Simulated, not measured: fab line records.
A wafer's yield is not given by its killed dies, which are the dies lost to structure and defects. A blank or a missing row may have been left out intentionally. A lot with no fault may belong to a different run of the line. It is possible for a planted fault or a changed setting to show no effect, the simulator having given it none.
fab line records -- flow nandHarc
[record] lots = 6, wafers = 18, lastDay = 24
route steps=1159 shown THIN_TSV@1144 END@1159
lots with no fault: from the same line, run without faults
startH: start of the lot's first displayed wafer, in hours after the record's first day -- waitH: hours elapsed since this lot's preceding step -- " identical to the entry in the row above -- L1.1+2: several wafers, shown together as one row -- - no value, or no start was given -- * or withheld: withheld -- < > ~ a bound
route shown NAME@n: names a module that has steps shown in the file, with the first one's number in the route -- usual: mean/standard deviation of fault-free wafers -- same: alike in all rows -- chamber/n: place in a boat -- sites: the reading at each site -- _std_site: how widely they spread, as a standard deviation -- _edge_site: the outer-site mean with the inner-site mean subtracted -- radiusMm: how far each site lies from the wafer's centre -- mask NAME#n: copy n -- behind: the last tool/chamber to shape the wafer -- hold: cause of the lot's hold/its duration in hours/its outcome -- device: transistor that didn't switch, given as n, p or np -- end of line: the same wafers' tests at the end of the route -- where a step has no rows: the recipe by itself -- killed: at the first sort, the dies lost to defects and structure; wafer yield is something else -- map: shows each die of a wafer: x if killed, . if not, _ if none is there
set.NAME: the setting as run; set.NAME@STEP: as run at that earlier step -- model.NAME: the simulator's own value behind a step, which no gauge read
lots at selected steps of the route; one table per step, one row per wafer
services: when a tool's chamber went out of use (startH, in hours from the record's first day, below 0 if earlier), for how many hours, and the reason
[[steps]]
[step NHARC_THIN_TSV_EBR_29]
[step NHARC_THIN_TSV_EXPOSE_30]
[recipe] na = 0.55, doseMj = 11.47, maskId = PAD
[step NHARC_THIN_TSV_PEB_31]
[recipe] pebTempC = 118, pebTimeS = 85
[step NHARC_THIN_TSV_DEVELOP_32]
[recipe] timeS = 70
[step NHARC_THIN_TSV_CD_MEAS_33]
[recipe] targetCdNm = 5000, landingEnergyEv = 500
[usual] cdNm = 4999.2/1.6
lot.wafer,tool,chamber,startH,waitH,cdNm
L316.1,cdSem-02,0,447.77,-,4996.7
L316.4,cdSem-02,0,447.77,-,4995.9
L316.6,cdSem-02,0,447.77,-,4997.5
L324.1,cdSem-03,0,487.59,-,5000.5
L324.4,cdSem-03,0,487.59,-,5001.9
L324.6,cdSem-03,0,487.59,-,5001.9
L334.3,cdSem-03,0,558.60,-,4997.5
L334.5,cdSem-03,0,558.60,-,4998.8
L334.6,cdSem-03,0,558.60,-,4998.5
L335.1,cdSem-01,0,559.84,-,5001.1
L335.2,cdSem-01,0,559.84,-,5000.5
L335.4,cdSem-01,0,559.84,-,5002.2
L339.3,cdSem-02,0,565.82,-,4997.7
L339.5,cdSem-02,0,565.82,-,4998.2
L339.6,cdSem-02,0,565.82,-,4998.6
L338.1,cdSem-03,0,568.10,-,5000.3
L338.4,cdSem-03,0,568.10,-,5001.2
L338.5,cdSem-03,0,568.10,-,5001.3
[step NHARC_THIN_TSV_HARDBAKE_34]
[recipe] tempC = 125, timeS = 80
[step NHARC_THIN_TSV_DESCUM_35]
[recipe] timeS = 3, o2FlowSccm = 200, arFlowSccm = 0, biasPowerW = 0, chemistry = O2
[usual] drypumpMotorCurrentA = 5.8/0.44, mfcArSccm = 0.013/0.01, oesProductAu = 0.999/0.0073, rfVppV = 57.9/0.9, showerheadPlenumPTorr = 1.92/0.071, throttleValvePct = 11.311/0.0089
lot.wafer,tool,chamber,startH,waitH,drypumpMotorCurrentA,mfcArSccm,oesProductAu,rfHoursCounterH,rfVppV,showerheadPlenumPTorr,throttleValvePct
L316.1,rieDiel-07,1,447.94,-,5.6,0.022,1.000,4,58.2,2.06,11.307
L316.6,rieDiel-07,3,447.94,-,5.8,0.009,0.994,-,58.0,1.93,11.322
L316.4,rieDiel-07,1,447.94,-,5.6,0.022,0.987,-,57.9,2.05,11.304
L324.1,rieDiel-06,0,487.75,-,5.9,0.015,0.997,5,57.2,1.81,11.309
L324.4,rieDiel-06,2,487.75,-,6.4,0,0.997,5,57.7,2.00,11.309
L324.6,rieDiel-06,0,487.75,-,5.9,0.015,1.008,-,56.1,1.81,11.322
L334.3,rieDiel-06,3,558.75,-,5.3,0.004,0.993,10,58.0,1.90,11.312
L334.6,rieDiel-06,3,558.75,-,5.4,0.004,0.997,-,57.7,1.90,11.323
L334.5,rieDiel-06,0,558.75,-,5.9,0.015,0.991,-,57.4,1.81,11.312
L335.4,rieDiel-07,2,560.01,-,6.0,0.029,1.002,11,57.5,1.95,11.317
L335.1,rieDiel-07,3,560.01,-,5.8,0.009,0.993,11,57.8,1.93,11.315
L335.2,rieDiel-07,0,560.01,-,4.8,0.022,1.002,9,57.8,1.84,11.312
L339.3,rieDiel-06,0,565.98,-,5.9,0.015,0.990,11,56.6,1.81,11.312
L339.6,rieDiel-06,0,565.98,-,6.0,0.015,1.007,-,57.5,1.81,11.313
L339.5,rieDiel-06,1,565.98,-,5.4,0.017,0.995,-,58.0,1.90,11.309
L338.4,rieDiel-07,0,568.28,-,4.8,0.022,0.994,9,57.8,1.84,11.317
L338.1,rieDiel-07,1,568.28,-,5.6,0.022,0.999,13,59.1,2.05,11.307
L338.5,rieDiel-07,3,568.28,-,5.8,0.009,1.004,-,57.6,1.93,11.316
[step NHARC_THIN_TSV_ETCH_59]
[recipe] targetDepthA = 8800, icpW = 900, biasW = 100, Cl2_flow_sccm = 60, bcl3FlowSccm = 30, timeS = 138.1, chemistry = Cl2/BCl3
[usual] drypumpMotorCurrentA = 6.1/0.42, oesProductAu = 1.002/0.0067, throttleValvePct = 22.264/0.0097
lot.wafer,tool,chamber,startH,waitH,drypumpMotorCurrentA,oesProductAu,rfHoursCounterH,throttleValvePct
L316.1,rieMetal-03,1,448.11,0.2,6.2,1.006,4.2,22.271
L316.4,rieMetal-03,1,448.11,0.2,6.2,1.007,-,22.274
L316.6,rieMetal-03,0,448.11,0.2,6.4,1.005,-,22.269
L324.1,rieMetal-02,0,487.88,0.1,6.6,0.998,2.4,22.261
L324.4,rieMetal-02,1,487.88,0.1,6.6,1.008,-,22.275
L324.6,rieMetal-02,1,487.88,0.1,6.6,1.013,-,22.269
L334.3,rieMetal-01,0,558.99,0.2,5.4,1.005,-,22.254
L334.5,rieMetal-01,1,558.99,0.2,5.7,1.005,-,22.268
L334.6,rieMetal-01,0,558.99,0.2,5.4,1.007,-,22.259
L335.1,rieMetal-03,0,560.13,0.1,6.4,0.994,2.9,22.269
L335.2,rieMetal-03,1,560.13,0.1,6.2,1.008,2.9,22.270
L335.4,rieMetal-03,0,560.13,0.1,6.4,1.003,-,22.242
L339.3,rieMetal-01,0,566.21,0.2,5.4,1.006,-,22.270
L339.5,rieMetal-01,1,566.21,0.2,5.7,1.012,-,22.257
L339.6,rieMetal-01,0,566.21,0.2,5.5,1.001,-,22.253
L338.1,rieMetal-03,0,568.42,0.1,6.4,1.006,3.4,22.274
L338.4,rieMetal-03,1,568.42,0.1,6.1,1.006,-,22.265
L338.5,rieMetal-03,1,568.42,0.1,6.1,0.996,-,22.252
[step NHARC_THIN_TSV_ETCH_36]
[recipe] targetDepthA = 650, overEtchFrac = 0.3, timeS = 18.571, ionEnergyEv = 150, chemistry = Cl2/BCl3
[usual] drypumpMotorCurrentA = 6.1/0.42, oesProductAu = 1.003/0.0073
lot.wafer,tool,chamber,startH,waitH,drypumpMotorCurrentA,oesProductAu,rfHoursCounterH
L316.1,rieMetal-03,0,448.33,0.2,6.4,0.999,4.3
L316.4,rieMetal-03,0,448.33,0.2,6.3,1.002,-
L316.6,rieMetal-03,0,448.33,0.2,6.4,0.994,-
L324.1,rieMetal-02,1,488.14,0.2,6.6,1.012,2.5
L324.4,rieMetal-02,0,488.14,0.2,6.6,1.000,-
L324.6,rieMetal-02,0,488.14,0.2,6.6,1.006,-
L334.3,rieMetal-01,0,559.16,0.1,5.5,0.990,-
L334.6,rieMetal-01,1,559.16,0.1,5.7,1.008,-
L334.5,rieMetal-01,0,559.16,0.1,5.5,0.991,-
L335.2,rieMetal-03,1,560.39,0.2,6.2,1.011,3.0
L335.1,rieMetal-03,0,560.39,0.2,6.4,1.003,3.0
L335.4,rieMetal-03,1,560.39,0.2,6.2,1.003,-
L339.3,rieMetal-01,1,566.38,0.1,5.7,1.008,-
L339.6,rieMetal-01,0,566.38,0.1,5.5,0.992,-
L339.5,rieMetal-01,1,566.38,0.1,5.7,1.006,-
L338.1,rieMetal-03,0,568.64,0.2,6.4,1.009,3.5
L338.4,rieMetal-03,0,568.64,0.2,6.4,1.003,-
L338.5,rieMetal-03,1,568.64,0.2,6.2,1.010,-
[step NHARC_THIN_TSV_STRIP_56]
[recipe] powerW = 1500, tempC = 250, chemistry = O2
[usual] drypumpMotorCurrentA = 5.6/0.58, heaterPowerW = 312/12
lot.wafer,tool,chamber,startH,waitH,drypumpMotorCurrentA,heaterPowerW,rfHoursCounterH
L316.1,plasmaAsher-01,0,448.43,0.1,5.2,343,59
L316.4,plasmaAsher-01,0,448.43,0.1,5.2,337,-
L316.6,plasmaAsher-01,0,448.43,0.1,5.2,345,-
L324.1,plasmaAsher-01,1,488.24,0.1,6.2,298,9
L324.4,plasmaAsher-01,0,488.24,0.1,5.2,323,-
L324.6,plasmaAsher-01,1,488.24,0.1,6.3,303,-
L334.3,plasmaAsher-02,1,559.34,0.2,6.1,318,-
L334.6,plasmaAsher-02,1,559.34,0.2,6.1,331,-
L334.5,plasmaAsher-02,0,559.34,0.2,4.9,297,-
L335.2,plasmaAsher-02,1,560.49,0.1,6.1,321,5
L335.1,plasmaAsher-02,0,560.49,0.1,4.9,303,5
L335.4,plasmaAsher-02,0,560.49,0.1,4.9,302,-
L339.3,plasmaAsher-02,1,566.87,0.5,6.1,318,-
L339.5,plasmaAsher-02,1,566.87,0.5,6.1,324,-
L339.6,plasmaAsher-02,0,566.87,0.5,4.8,299,-
L338.1,plasmaAsher-01,1,568.74,0.1,6.3,303,40
L338.4,plasmaAsher-01,1,568.74,0.1,6.3,304,-
L338.5,plasmaAsher-01,0,568.74,0.1,5.2,319,-
[step NHARC_THIN_TSV_STRIP_57]
[recipe] timeS = 1200, tempC = 72.5, chemistry = postEtchResidueRemover
[step NHARC_THIN_TSV_CD_MEAS_37]
[usual] cdNm = 4999.8/2.3
lot.wafer,tool,chamber,startH,waitH,cdNm
L316.1,cdSem-02,-,449.22,-,4995.6
L316.4,cdSem-02,-,449.22,-,4995.5
L316.6,cdSem-02,-,449.22,-,4997.0
L324.1,cdSem-03,-,489.03,-,5002.7
L324.4,cdSem-03,-,489.03,-,5000.5
L324.6,cdSem-03,-,489.03,-,5001.6
L334.3,cdSem-03,-,560.04,-,4997.1
L334.5,cdSem-03,-,560.04,-,4998.0
L334.6,cdSem-03,-,560.04,-,4997.3
L335.1,cdSem-01,-,561.28,-,5001.1
L335.2,cdSem-01,-,561.28,-,5001.0
L335.4,cdSem-01,-,561.28,-,5001.6
L339.3,cdSem-01,-,567.57,-,4998.5
L339.5,cdSem-01,-,567.57,-,4996.6
L339.6,cdSem-01,-,567.57,-,4998.1
L338.1,cdSem-03,-,569.54,-,5002.1
L338.4,cdSem-03,-,569.54,-,5001.8
L338.5,cdSem-03,-,569.54,-,5003.7
[step NHARC_THIN_TSV_ANNEAL_58]
[recipe] tempC = 400, timeS = 1800
[usual] runLengthS = 1829/5.1, spikeTcBottomC = 424/3.6, spikeTcTopC = 429.0/1.5, zonePowerLowerPct = 4.7/0.49
lot.wafer,tool,chamber,startH,waitH,runLengthS,spikeTcBottomC,spikeTcTopC,zonePowerLowerPct
L316.1,furnace-05,0,451.11,1.9,1825,421,427.5,5.1
L316.4,furnace-05,0,451.11,1.9,1825,422,427.9,5.1
L316.6,furnace-05,0,451.11,1.9,1825,421,429.7,5.2
L324.1,furnace-07,0,490.54,1.5,1825,428,431.6,4.2
L324.4,furnace-07,0,490.54,1.5,1825,429,430.7,4.1
L324.6,furnace-07,0,490.54,1.5,1825,428,430.6,4.1
L334.3,furnace-07,-,561.65,1.6,-,-,-,-
L334.5,furnace-07,-,561.65,1.6,-,-,-,-
L334.6,furnace-07,-,561.65,1.6,-,-,-,-
L335.1,furnace-07,-,561.65,0.4,-,-,-,-
L335.2,furnace-07,-,561.65,0.4,-,-,-,-
L335.4,furnace-07,-,561.65,0.4,-,-,-,-
L338.1,furnace-06,0,570.56,1.0,1833,428,428.9,4.2
L338.4,furnace-06,0,570.56,1.0,1833,426,427.2,4.1
L338.5,furnace-06,0,570.56,1.0,1833,425,427.1,4.2
L339.3,furnace-06,0,570.56,3.0,1837,427,424.5,4.3
L339.5,furnace-06,0,570.56,3.0,1837,426,428.0,4.2
L339.6,furnace-06,0,570.56,3.0,1837,426,429.1,4.2
[step NHARC_THIN_TSV_INSPECT_40]
[usual] rawDefectCount = 476/83
lot.wafer,tool,chamber,startH,waitH,rawDefectCount
L316.1,defectInspect-02,-,452.56,0.4,384
L316.4,defectInspect-02,-,452.56,0.4,387
L316.6,defectInspect-02,-,452.56,0.4,365
L324.1,defectInspect-02,-,491.99,0.4,427
L324.4,defectInspect-02,-,491.99,0.4,439
L324.6,defectInspect-02,-,491.99,0.4,493
L334.3,defectInspect-01,-,563.09,0.4,510
L334.5,defectInspect-01,-,563.09,0.4,562
L334.6,defectInspect-01,-,563.09,0.4,453
L335.1,defectInspect-02,-,563.09,0.4,454
L335.2,defectInspect-02,-,563.09,0.4,448
L335.4,defectInspect-02,-,563.09,0.4,538
L338.1,defectInspect-02,-,572.03,0.4,346
L338.4,defectInspect-02,-,572.03,0.4,489
L338.5,defectInspect-02,-,572.03,0.4,417
L339.3,defectInspect-01,-,572.04,0.4,419
L339.5,defectInspect-01,-,572.04,0.4,465
L339.6,defectInspect-01,-,572.04,0.4,465
[step NHARC_END_SORT_01]
[recipe] tempC = 25
[usual] defectLimitedYield = 95.0/1.7, killedAtArray = 29/12, killedAtOther = 0.7/1, killedAtPeriphery = 4/3.2, killedDies = 34/12, killedOpen = 3.4/2, killedShort = 1.8/1.3, sort_bin_2_pct = 1.6/0.7, sort_bin_3_pct = 0.26/0.23, sort_bin_4_pct = 3.1/1.1, sortNPass = 643/12, sortRimYieldPct = 96.4/2.6, sortYieldPct = 95.0/1.7
[same] grossDies = 677, sort_bin_5_pct[%] = 0, sort_bin_6_pct[%] = 0, sort_bin_7_pct[%] = 0, sort_bin_8_pct[%] = 0, sortRimNGross = 106.00
lot.wafer,tool,chamber,startH,waitH,defectLimitedYield[%],killedAtArray,killedAtOther,killedAtPeriphery,killedDies,killedOpen,killedShort,sort_bin_2_pct[%],sort_bin_3_pct[%],sort_bin_4_pct[%],sortNPass,sortRimYieldPct[%],sortYieldPct[%]
L316.1,prober-01,0,463.38,2.5,96.8,14,0,8,22,9,2,1.6,0,1.6,655,98.1,96.8
L316.4,prober-01,0,465.78,3.4,97.9,12,0,2,14,3,2,0.4,0.30,1.3,663,98.1,97.9
L316.6,prober-01,0,467.37,4.0,97.6,8,1,7,16,6,2,0.4,0,1.9,661,96.2,97.6
L324.1,prober-02,0,497.43,2.5,95.9,24,0,4,28,8,1,1.2,0,3.0,649,98.1,95.9
L324.4,prober-02,0,499.81,3.4,95.7,21,0,8,29,3,0,1.3,0.15,2.8,648,91.5,95.7
L324.6,prober-02,0,501.41,4.0,94.5,27,0,10,37,6,4,1.2,0.30,4.0,640,96.2,94.5
L334.3,prober-01,0,567.78,3.1,97.2,16,2,1,19,2,1,0.9,0.30,1.6,658,94.3,97.2
L334.5,prober-01,0,569.40,3.8,96.5,16,5,3,24,4,2,0.9,0,2.7,653,98.1,96.5
L334.6,prober-01,0,570.22,4.1,95.9,18,5,5,28,5,1,0.7,0.15,3.2,649,99.1,95.9
L335.1,prober-02,0,573.93,2.5,93.1,44,2,1,47,6,3,2.7,0.15,4.1,630,96.2,93.1
L335.2,prober-02,0,574.73,2.8,93.9,38,1,2,41,4,0,2.1,0,4.0,636,92.5,93.9
L335.4,prober-02,0,576.33,3.4,91.9,53,1,1,55,6,3,3.1,0.30,4.7,622,95.3,91.9
L338.1,prober-01,0,575.09,2.5,94.4,36,1,1,38,2,2,2.2,0.15,3.2,639,98.1,94.4
L338.4,prober-01,0,577.45,3.4,92.6,46,1,3,50,4,3,2.7,0.59,4.1,627,96.2,92.6
L338.5,prober-01,0,578.24,3.7,92.9,46,0,2,48,2,4,1.6,0.59,4.9,629,98.1,92.9
L339.3,prober-02,0,583.34,3.1,93.4,43,0,2,45,5,0,1.9,0.15,4.6,632,97.2,93.4
L339.5,prober-02,0,584.94,3.7,92.9,46,0,2,48,1,2,2.5,0.30,4.3,629,99.1,92.9
L339.6,prober-02,0,585.74,4.0,92.8,48,0,1,49,3,4,2.5,0.44,4.3,628,94.3,92.8
// killed by level:class
L316.1 P_M0:geometricParticle:open=3 P_GATE:geometricParticle:open=2 A_CHANNEL_HOLE_D1:chamberFilmFlake=2 A_SLIT:chamberFilmFlake=2 A_WL_FILL:chamberFilmFlake=2 A_CONTACT:chamberFilmFlake=2 P_CONTACT:geometricParticle:open=1 A_CHANNEL_HOLE_D1:geometricParticle:short=1
L316.4 A_WL_FILL:chamberFilmFlake=5 P_CONTACT:geometricParticle:open=1 A_CHANNEL_FILL_D1:geometricParticle:short=1 A_WL_FILL:geometricParticle:open=1 A_CONTACT:geometricParticle:open=1 A_M1:geometricParticle:short=1 P_STI:chamberFilmFlake=1 A_CHANNEL_HOLE_D1:chamberFilmFlake=1
L316.6 P_M0:geometricParticle:open=2 P_STI:chamberFilmFlake=2 A_CHANNEL_HOLE_D1:chamberFilmFlake=2 A_WL_FILL:chamberFilmFlake=2 P_GATE:geometricParticle:open=1 P_GATE:geometricParticle:short=1 A_CHANNEL_FILL_D1:geometricParticle:open=1 A_WL_FILL:geometricParticle:open=1
L324.1 A_CHANNEL_HOLE_D1:chamberFilmFlake=12 A_BLC:geometricParticle:open=4 A_STAIRCASE:chamberFilmFlake=4 P_M1:geometricParticle:open=2 A_WL_FILL:geometricParticle:short=1 A_CONTACT:geometricParticle:open=1 A_M0:geometricParticle:open=1 P_ZERO_WELL:chamberFilmFlake=1
L324.4 A_CHANNEL_HOLE_D1:chamberFilmFlake=10 P_ZERO_WELL:chamberFilmFlake=4 A_CONTACT:chamberFilmFlake=4 P_GATE:chamberFilmFlake=3 A_WL_FILL:chamberFilmFlake=3 A_STAIRCASE:chamberFilmFlake=2 P_GATE:geometricParticle:open=1 A_CONTACT:geometricParticle:open=1
L324.6 A_CHANNEL_HOLE_D1:chamberFilmFlake=14 P_ZERO_WELL:chamberFilmFlake=5 A_WL_FILL:geometricParticle:open=2 A_BLC:geometricParticle:short=2 P_STI:chamberFilmFlake=2 P_GATE:chamberFilmFlake=2 A_WL_FILL:chamberFilmFlake=2 P_M0:geometricParticle:open=1
L334.3 A_CHANNEL_HOLE_D1:chamberFilmFlake=7 A_WL_FILL:chamberFilmFlake=3 A_STAIRCASE:chamberFilmFlake=2 THIN_TSV:chamberFilmFlake=2 A_WL_FILL:geometricParticle:short=1 A_WL_FILL:geometricParticle:open=1 A_BLC:geometricParticle:open=1 P_STI:chamberFilmFlake=1
L334.5 A_CHANNEL_HOLE_D1:chamberFilmFlake=6 THIN_TSV:chamberFilmFlake=5 A_CONTACT:chamberFilmFlake=3 P_CONTACT:geometricParticle:open=2 A_WL_FILL:geometricParticle:open=2 A_STAIRCASE:chamberFilmFlake=2 A_CHANNEL_FILL_D1:geometricParticle:short=1 A_WL_FILL:geometricParticle:short=1
L334.6 A_CHANNEL_HOLE_D1:chamberFilmFlake=11 THIN_TSV:chamberFilmFlake=5 A_STAIRCASE:chamberFilmFlake=3 P_GATE:chamberFilmFlake=2 P_CONTACT:geometricParticle:short=1 P_CONTACT:geometricParticle:open=1 P_M1:geometricParticle:open=1 A_CONTACT:geometricParticle:open=1
L335.1 A_CHANNEL_HOLE_D1:chamberFilmFlake=16 A_SLIT:chamberFilmFlake=12 A_STAIRCASE:chamberFilmFlake=5 A_ONON_D1:geometricParticle:short=2 A_SGD_CUT:geometricParticle:open=2 A_CONTACT:geometricParticle:open=2 A_CONTACT:chamberFilmFlake=2 THIN_TSV:chamberFilmFlake=2
L335.2 A_SLIT:chamberFilmFlake=15 A_CHANNEL_HOLE_D1:chamberFilmFlake=13 A_STAIRCASE:chamberFilmFlake=6 P_M0:geometricParticle:open=2 A_SGD_CUT:geometricParticle:open=1 A_CONTACT:geometricParticle:open=1 A_WL_FILL:chamberFilmFlake=1 A_CONTACT:chamberFilmFlake=1
L338.1 A_SLIT:chamberFilmFlake=16 A_CHANNEL_HOLE_D1:chamberFilmFlake=6 A_CONTACT:chamberFilmFlake=6 A_CHANNEL_FILL_D1:geometricParticle:short=2 A_M1:chamberFilmFlake=2 A_ONON_D1:geometricParticle:open=1 A_CHANNEL_FILL_D1:geometricParticle:open=1 P_M0:chamberFilmFlake=1
L335.4 A_CHANNEL_HOLE_D1:chamberFilmFlake=22 A_SLIT:chamberFilmFlake=16 A_STAIRCASE:chamberFilmFlake=5 A_CONTACT:geometricParticle:open=4 A_WL_FILL:chamberFilmFlake=2 P_M0:geometricParticle:short=1 A_CHANNEL_HOLE_D1:geometricParticle:open=1 A_SGD_CUT:geometricParticle:short=1
L338.4 A_SLIT:chamberFilmFlake=16 A_CHANNEL_HOLE_D1:chamberFilmFlake=13 A_CONTACT:chamberFilmFlake=6 A_ZERO_WELL:chamberFilmFlake=2 A_M1:chamberFilmFlake=2 P_M0:geometricParticle:open=1 P_M1:geometricParticle:open=1 A_CHANNEL_HOLE_D1:geometricParticle:open=1
L338.5 A_SLIT:chamberFilmFlake=22 A_CHANNEL_HOLE_D1:chamberFilmFlake=9 A_CONTACT:chamberFilmFlake=8 P_CONTACT:geometricParticle:short=1 A_CHANNEL_FILL_D1:geometricParticle:short=1 A_WL_FILL:geometricParticle:short=1 A_BLC:geometricParticle:open=1 A_M0:geometricParticle:short=1
L339.3 A_SLIT:chamberFilmFlake=18 A_CHANNEL_HOLE_D1:chamberFilmFlake=12 A_CONTACT:geometricParticle:open=3 A_STAIRCASE:chamberFilmFlake=3 A_CONTACT:chamberFilmFlake=3 A_SOURCE_PLATE:geometricParticle:open=1 A_WL_FILL:geometricParticle:open=1 P_ZERO_WELL:chamberFilmFlake=1
L339.5 A_SLIT:chamberFilmFlake=20 A_STAIRCASE:chamberFilmFlake=9 A_CHANNEL_HOLE_D1:chamberFilmFlake=8 A_WL_FILL:chamberFilmFlake=2 A_CONTACT:chamberFilmFlake=2 A_M1:chamberFilmFlake=2 P_GATE:geometricParticle:open=1 A_ONON_D1:geometricParticle:short=1
L339.6 A_SLIT:chamberFilmFlake=24 A_STAIRCASE:chamberFilmFlake=4 A_WL_FILL:chamberFilmFlake=3 A_CONTACT:chamberFilmFlake=3 A_M1:chamberFilmFlake=3 A_WL_FILL:geometricParticle:short=2 A_CHANNEL_HOLE_D1:chamberFilmFlake=2 A_ONON_D1:geometricParticle:open=1
[[services]]
tool,chamber,startH,hours,kind
rieDiel-06,0,427.20,-,clean
rieDiel-06,1,427.20,-,clean
rieDiel-06,2,427.20,-,clean
rieDiel-06,3,427.20,-,clean
rieDiel-07,0,432.15,26.6,repair
rieDiel-07,1,438.72,-,clean
rieDiel-07,2,438.72,-,clean
rieMetal-03,-,453.00,9.0,pm
rieMetal-03,0,453.00,9.0,ventCycle
rieMetal-03,1,453.00,9.0,ventCycle
plasmaAsher-01,-,453.16,9.0,pm
rieMetal-03,0,462.00,-,clean
rieMetal-03,1,462.00,-,clean
rieDiel-07,-,478.60,0.2,repair
rieDiel-07,2,496.16,5.7,repair
rieMetal-01,-,509.00,9.0,pm
rieMetal-01,0,509.00,9.0,ventCycle
rieMetal-01,1,509.00,9.0,ventCycle
rieMetal-02,1,511.35,19.0,repair
rieMetal-01,0,518.00,-,clean
rieMetal-01,1,518.00,-,clean
plasmaAsher-02,-,537.17,9.0,pm
furnace-05,-,557.53,7.9,repair
rieMetal-02,-,565.00,9.0,pm
[[key]]
[firstSign] step = NHARC_THIN_TSV_ANNEAL_58, reading = toolRecord, direction = missing
effect none on later readings
metAt NHARC_THIN_TSV_ANNEAL_58
struckWafers L334.3,L334.5,L334.6,L335.1,L335.2,L335.4
onsetBetween 490.54 561.65
[fault] kind = skippedStepWhole, tool = furnace-07, chamber = -, onsetH = 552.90, steps = NHARC_THIN_TSV_ANNEAL_58, scope = struckLotsOnly
